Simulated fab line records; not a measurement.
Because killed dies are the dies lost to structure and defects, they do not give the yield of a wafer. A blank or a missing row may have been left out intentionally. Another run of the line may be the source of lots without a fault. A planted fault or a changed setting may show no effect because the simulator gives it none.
fab line records ; flow n5Finfet ; part 2 of 2: steps 5 to 6 of 6
record lots=22; wafers=66; lastDay=18
route steps=1938 shown BEOL_M0_SAQP@663 BEOL_M0_CUTY@710
lots untouched by any fault: they come from a run of this same line in which no faults occurred
startH: start of the lot's first displayed wafer, in hours after the record's first day ; waitH: how many hours have passed since the lot's step before this one ; " unchanged from the row above ; L1.1+2: a row that stands for several wafers ; - no value present, or no start provided ; * or withheld: withheld ; < > ~ a bound
route shown NAME@n: names a module that has steps shown in the file, with the first one's number in the route ; usual: mean/standard deviation taken from wafers without a fault ; same: alike in all rows ; chamber/n: place in a boat ; sites: each site's reading ; _std_site: the values' standard deviation ; _edge_site: outer sites' mean less inner sites' ; radiusMm: how far each site lies from the wafer's centre ; mask NAME#n: copy n ; behind: the last tool/chamber to shape the wafer ; hold: why the lot was held/for how many hours/how that ended ; device: the n, p or np transistor that did not switch ; end of line: the tests these same wafers got at the end of their route ; where a step has no rows: the recipe by itself ; killed: at the first sort, the dies lost to defects and structure; wafer yield is something else ; map: a wafer's dies, x killed, . not, _ none there
set.NAME: the setting as run; set.NAME@STEP: as run at that earlier step ; model.NAME: the simulator's own value behind a step, which no gauge read
one table for each step of the route and one row for each wafer, over a sample of lots
services: a tool's chamber out of use, with start hour (startH, from the record's first day; less than 0 if before it), hours out, and reason
## steps
# step N5_BEOL_M0_CUTY_INSPECT_59
# recipe mode=adi; inspectInstrument=macro
# usual rawDefectCount=2.2/1.7
lot.wafer;tool;chamber;startH;waitH;rawDefectCount
L075.2;defectInspect-01;-;120.18;0.0;2
L075.5;defectInspect-01;-;120.18;0.0;4
L075.6;defectInspect-01;-;120.18;0.0;5
L077.2;defectInspect-02;-;134.74;0.0;4
L077.5;defectInspect-02;-;134.74;0.0;5
L077.6;defectInspect-02;-;134.74;0.0;5
L078.1;defectInspect-01;-;141.02;0.0;4
L078.3;defectInspect-01;-;141.02;0.0;0
L078.5;defectInspect-01;-;141.02;0.0;0
L079.1;defectInspect-02;-;148.21;0.0;1
L079.2;defectInspect-02;-;148.21;0.0;3
L079.4;defectInspect-02;-;148.21;0.0;1
L080.1;defectInspect-01;-;150.03;0.0;2
L080.3;defectInspect-01;-;150.03;0.0;0
L080.4;defectInspect-01;-;150.03;0.0;0
L081.1;defectInspect-01;-;160.12;0.0;2
L081.3;defectInspect-01;-;160.12;0.0;2
L081.5;defectInspect-01;-;160.12;0.0;2
L082.2;defectInspect-01;-;166.18;0.0;3
L082.4;defectInspect-01;-;166.18;0.0;2
L082.6;defectInspect-01;-;166.18;0.0;0
L083.1;defectInspect-02;-;168.95;0.0;4
L083.5;defectInspect-02;-;168.95;0.0;2
L083.6;defectInspect-02;-;168.95;0.0;2
L084.3;defectInspect-01;-;181.75;0.0;2
L084.4;defectInspect-01;-;181.75;0.0;4
L084.5;defectInspect-01;-;181.75;0.0;1
L085.1;defectInspect-02;-;184.17;0.0;0
L085.4;defectInspect-02;-;184.17;0.0;2
L085.5;defectInspect-02;-;184.17;0.0;1
L086.1;defectInspect-01;-;191.72;0.0;1
L086.2;defectInspect-01;-;191.72;0.0;5
L086.5;defectInspect-01;-;191.72;0.0;2
L087.3;defectInspect-01;-;196.46;0.0;0
L087.4;defectInspect-01;-;196.46;0.0;4
L087.6;defectInspect-01;-;196.46;0.0;2
L088.2;defectInspect-02;-;200.07;0.0;2
L088.3;defectInspect-02;-;200.07;0.0;1
L088.5;defectInspect-02;-;200.07;0.0;0
L089.1;defectInspect-01;-;209.70;0.0;1
L089.2;defectInspect-01;-;209.70;0.0;2
L089.4;defectInspect-01;-;209.70;0.0;1
L090.3;defectInspect-02;-;211.65;0.0;5
L090.4;defectInspect-02;-;211.65;0.0;0
L090.6;defectInspect-02;-;211.65;0.0;1
L091.1;defectInspect-02;-;217.85;0.0;2
L091.3;defectInspect-02;-;217.85;0.0;5
L091.4;defectInspect-02;-;217.85;0.0;2
L092.2;defectInspect-02;-;222.03;0.0;0
L092.4;defectInspect-02;-;222.03;0.0;0
L092.6;defectInspect-02;-;222.03;0.0;1
L093.2;defectInspect-01;-;227.09;0.0;3
L093.5;defectInspect-01;-;227.09;0.0;2
L093.6;defectInspect-01;-;227.09;0.0;0
L094.1;defectInspect-01;-;233.27;0.0;2
L094.4;defectInspect-01;-;233.27;0.0;3
L094.6;defectInspect-01;-;233.27;0.0;6
L095.1;defectInspect-01;-;241.26;0.0;2
L095.3;defectInspect-01;-;241.26;0.0;1
L095.4;defectInspect-01;-;241.26;0.0;1
L096.2;defectInspect-02;-;244.52;0.0;2
L096.3;defectInspect-02;-;244.52;0.0;2
L096.4;defectInspect-02;-;244.52;0.0;6
L097.1;defectInspect-01;-;248.32;0.0;4
L097.2;defectInspect-01;-;248.32;0.0;5
L097.6;defectInspect-01;-;248.32;0.0;1
# step N5_BEOL_M0_CUTY_ETCH_62
# recipe chemistry=CF4; target=SiARC; maskMaterial=CAR-ArF-block; timeS=58.5; ionEnergyEv=80; pressureMtorr=40; sourceW=545; biasW=36; Ar_flow_sccm=100; cf4FlowSccm=100; ends=cleared
# usual drypumpMotorCurrentA=5.7/0.41; etchRfOnTimeS=58.0/1.5; oesProductAu=0.71/0.08; rfVppV=184.3/0.95; showerheadPlenumPTorr=2.16/0.055; throttleValvePct=15.60/0.25
lot.wafer;tool;chamber;startH;waitH;drypumpMotorCurrentA;etchRfOnTimeS;oesProductAu;rfHoursCounterH;rfVppV;showerheadPlenumPTorr;throttleValvePct
L075.2;rieDiel-03;2;120.64;0.0;5.3;59.9;0.84;0;185.0;2.18;15.45
L075.5;rieDiel-03;3;120.64;0.0;5.7;57.4;0.62;-;183.8;2.11;15.65
L075.6;rieDiel-03;1;120.64;0.0;6.0;58.1;0.78;-;182.7;2.11;15.48
L077.2;rieDiel-01;3;134.80;0.0;5.4;57.6;0.61;206;183.7;2.12;15.74
L077.5;rieDiel-01;2;134.80;0.0;5.3;57.0;0.61;-;182.7;2.12;15.85
L077.6;rieDiel-01;3;134.80;0.0;5.4;57.8;0.62;-;183.0;2.12;15.75
L078.1;rieDiel-06;1;141.13;0.0;6.1;57.1;0.79;20;185.5;2.27;15.30
L078.3;rieDiel-06;3;141.13;0.0;5.7;55.6;0.67;166;183.4;2.14;15.99
L078.5;rieDiel-06;0;141.13;0.0;5.1;59.7;0.68;-;184.9;2.24;15.62
L079.1;rieDiel-06;2;148.30;0.0;5.5;59.1;0.59;237;184.6;2.20;15.90
L079.2;rieDiel-06;1;148.30;0.0;6.1;57.9;0.78;22;185.7;2.27;15.28
L079.4;rieDiel-06;3;148.30;0.0;5.6;55.9;0.66;167;184.1;2.13;16.00
L080.1;rieDiel-03;0;150.10;0.0;5.8;58.9;0.82;4;185.3;2.19;15.62
L080.3;rieDiel-03;1;150.10;0.0;6.0;57.5;0.76;32;183.4;2.10;15.52
L080.4;rieDiel-03;2;150.10;0.0;5.3;60.0;0.77;-;184.7;2.18;15.49
L081.1;rieDiel-06;2;160.19;0.0;5.5;58.2;0.59;242;184.6;2.20;15.91
L081.3;rieDiel-06;0;160.19;0.0;5.1;59.9;0.67;127;185.4;2.23;15.62
L081.5;rieDiel-06;2;160.19;0.0;5.5;58.2;0.59;-;184.6;2.20;15.92
L082.2;rieDiel-01;1;166.25;0.0;6.4;57.1;0.74;63;184.9;2.16;15.22
L082.4;rieDiel-01;2;166.25;0.0;5.3;56.7;0.61;232;184.8;2.12;15.87
L082.6;rieDiel-01;3;166.25;0.0;5.4;57.6;0.61;-;183.6;2.12;15.78
L083.1;rieDiel-01;2;169.33;0.0;5.3;57.5;0.61;234;184.6;2.12;15.88
L083.5;rieDiel-01;1;169.33;0.0;6.4;57.5;0.75;-;184.8;2.16;15.23
L083.6;rieDiel-01;2;169.33;0.0;5.3;57.1;0.61;-;182.8;2.12;15.87
L084.3;rieDiel-01;1;181.82;0.0;6.4;58.1;0.73;70;183.3;2.16;15.24
L084.4;rieDiel-01;1;181.82;0.0;6.4;57.9;0.73;-;184.1;2.16;15.23
L084.5;rieDiel-01;3;181.82;0.0;5.5;58.4;0.60;-;182.8;2.12;15.77
L085.1;rieDiel-03;1;184.24;0.0;6.0;57.5;0.74;46;184.4;2.10;15.52
L085.4;rieDiel-03;3;184.24;0.0;5.8;54.9;0.84;8;183.0;2.10;15.19
L085.5;rieDiel-03;2;184.24;0.0;5.3;60.5;0.75;-;184.9;2.17;15.53
L086.1;rieDiel-06;3;191.79;0.0;5.7;56.2;0.66;181;184.4;2.13;16.01
L086.2;rieDiel-06;0;191.79;0.0;5.2;60.6;0.66;140;186.1;2.23;15.65
L086.5;rieDiel-06;1;191.79;0.0;6.0;58.2;0.75;-;184.9;2.27;15.34
L087.3;rieDiel-03;0;196.53;0.0;5.9;58.8;0.77;22;183.4;2.19;15.63
L087.4;rieDiel-03;1;196.53;0.0;6.0;57.8;0.74;50;182.9;2.09;15.54
L087.6;rieDiel-03;1;196.53;0.0;6.0;57.9;0.73;-;182.3;2.09;15.53
L088.2;rieDiel-06;3;200.14;0.0;5.7;55.8;0.65;187;183.9;2.13;16.04
L088.3;rieDiel-06;1;200.14;0.0;6.1;57.3;0.75;44;184.4;2.27;15.33
L088.5;rieDiel-06;3;200.14;0.0;5.7;55.6;0.65;-;184.6;2.13;16.02
L089.1;rieDiel-06;2;209.82;0.0;5.5;58.2;0.86;1;184.3;2.20;15.41
L089.2;rieDiel-06;0;209.82;0.0;5.2;59.7;0.66;149;185.2;2.23;15.66
L089.4;rieDiel-06;3;209.82;0.0;5.7;55.7;0.65;191;184.7;2.13;16.03
L090.3;rieDiel-03;3;211.72;0.0;5.7;55.6;0.81;17;184.4;2.10;15.20
L090.4;rieDiel-03;2;211.72;0.0;5.3;60.2;0.74;39;183.4;2.17;15.55
L090.6;rieDiel-03;2;211.72;0.0;5.3;59.9;0.74;-;185.6;2.17;15.53
L091.1;rieDiel-06;0;217.92;0.0;5.2;60.4;0.65;152;184.6;2.23;15.68
L091.3;rieDiel-06;2;217.92;0.0;5.6;57.2;0.85;3;184.0;2.20;15.42
L091.4;rieDiel-06;3;217.92;0.0;5.7;55.4;0.66;193;183.7;2.13;16.04
L092.2;rieDiel-06;1;222.11;0.0;6.1;58.1;0.73;52;184.4;2.26;15.35
L092.4;rieDiel-06;2;222.11;0.0;5.5;59.1;0.83;5;183.9;2.19;15.42
L092.6;rieDiel-06;1;222.11;0.0;6.0;58.4;0.73;-;185.2;2.26;15.34
L093.2;rieDiel-01;1;227.16;0.0;6.4;58.4;0.72;89;185.5;2.16;15.28
L093.5;rieDiel-01;2;227.16;0.0;5.3;56.6;0.84;-;183.8;2.11;15.39
L093.6;rieDiel-01;1;227.16;0.0;6.4;58.8;0.72;-;184.7;2.15;15.28
L094.1;rieDiel-03;0;233.34;0.0;5.8;59.3;0.75;34;183.5;2.18;15.67
L094.4;rieDiel-03;1;233.34;0.0;6.0;57.8;0.72;62;185.0;2.09;15.56
L094.6;rieDiel-03;0;233.34;0.0;5.9;59.6;0.75;-;184.6;2.18;15.64
L095.1;rieDiel-01;0;241.33;0.0;6.7;57.0;0.78;20;184.9;2.18;15.41
L095.3;rieDiel-01;1;241.33;0.0;6.4;58.0;0.72;92;183.8;2.15;15.29
L095.4;rieDiel-01;2;241.33;0.0;5.3;55.8;0.84;4;183.8;2.11;15.41
L096.2;rieDiel-06;1;244.59;0.0;6.0;57.3;0.73;60;187.3;2.26;15.35
L096.3;rieDiel-06;3;244.59;0.0;5.6;55.9;0.64;203;184.7;2.12;16.06
L096.4;rieDiel-06;0;244.59;0.0;5.2;60.6;0.64;161;185.3;2.22;15.69
L097.1;rieDiel-03;1;248.39;0.0;6.0;58.2;0.71;69;182.7;2.09;15.60
L097.2;rieDiel-03;3;248.39;0.0;5.7;55.1;0.80;29;182.8;2.10;15.22
L097.6;rieDiel-03;0;248.39;0.0;5.9;58.8;0.75;-;183.0;2.18;15.67
## services
tool;chamber;startH;hours;kind
aldSin-04;1;91.70;3.7;repair
aldSin-03;0;95.77;2.0;repair
rieDiel-03;-;111.30;2.4;repair
rieDiel-06;1;132.23;6.0;repair
rieDiel-06;0;133.63;5.5;repair
rieDiel-06;-;139.31;0.5;repair
aldSin-02;-;139.72;0.6;repair
rieDiel-04;1;142.41;4.1;repair
rieDiel-05;0;149.93;9.9;repair
rieDiel-06;3;155.87;5.8;repair
rieDiel-02;1;158.69;-;clean
rieDiel-02;1;158.69;-;consumableReplace:focusRing
rieDiel-02;1;158.69;32.3;scheduledDown
rieDiel-02;1;158.69;32.3;ventCycle
aldSin-02;-;177.33;14.0;pm
rieDiel-02;0;191.04;-;clean
rieDiel-02;0;191.04;-;consumableReplace:focusRing
rieDiel-02;0;191.04;-;consumableReplace:showerhead
rieDiel-02;0;191.04;13.5;scheduledDown
rieDiel-02;0;191.04;13.5;ventCycle
aldSin-04;3;194.48;12.8;repair
rieDiel-03;-;221.21;0.3;repair
aldSin-02;3;229.51;6.3;repair
aldSin-02;2;241.07;9.7;repair
